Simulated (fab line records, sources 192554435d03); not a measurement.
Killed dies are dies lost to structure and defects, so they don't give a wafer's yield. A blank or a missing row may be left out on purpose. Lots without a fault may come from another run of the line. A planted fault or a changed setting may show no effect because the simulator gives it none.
Chamber matching | flow n5_finfet | N5_FIN_SAQP_SPACER2_ETCHBACK_29 on rie_diel-02: 3 sister chambers
The step etches SiO2 in CHF3/O2, target depth 12.2 nm, time 6.1 s. 6 wafers are shown with their chamber, then 5 later ones without.

WAFERS WITH THEIR CHAMBER
wafer  | chamber | showerhead_plenum_p_Torr (Torr) | rf_vpp_V (V)
L080.3 | 2       | 2.30                            | 503
L085.1 | 3       | 2.50                            | 526
L085.2 | 1       | 2.34                            | 525
L085.6 | 3       | 2.50                            | 526
L090.2 | 1       | 2.34                            | 523
L090.3 | 2       | 2.29                            | 504

WAFERS WITHOUT THEIR CHAMBER
wafer  | showerhead_plenum_p_Torr (Torr) | rf_vpp_V (V)
L095.2 | 2.50                            | 525
L095.3 | 2.29                            | 506
L095.5 | 2.34                            | 524
L096.1 | 2.29                            | 506
L096.3 | 2.49                            | 525

WHICH CHAMBER EACH WENT THROUGH
wafer  | from the rows above | in truth
L095.2 | 3                   | 3
L095.3 | 2                   | 2
L095.5 | 1                   | 1
L096.1 | 2                   | 2
L096.3 | 3                   | 3
Placed correctly: 5 of 5. Can't be placed from these rows: 0. Placed wrongly: 0.
How it was worked out, from the rows above alone: a wafer's distance from a chamber is the root of the sum, over the readings, of the square of ((its reading less the chamber's mean) divided by the reading's scatter). The wafer belongs to the nearest chamber; if the next one is less than 2 further off, it can't be placed. A chamber's mean is the mean of its shown wafers. The scatter: the root of (the sum of the squares of (reading less its chamber's mean) over the shown wafers, divided by (wafers less chambers)).
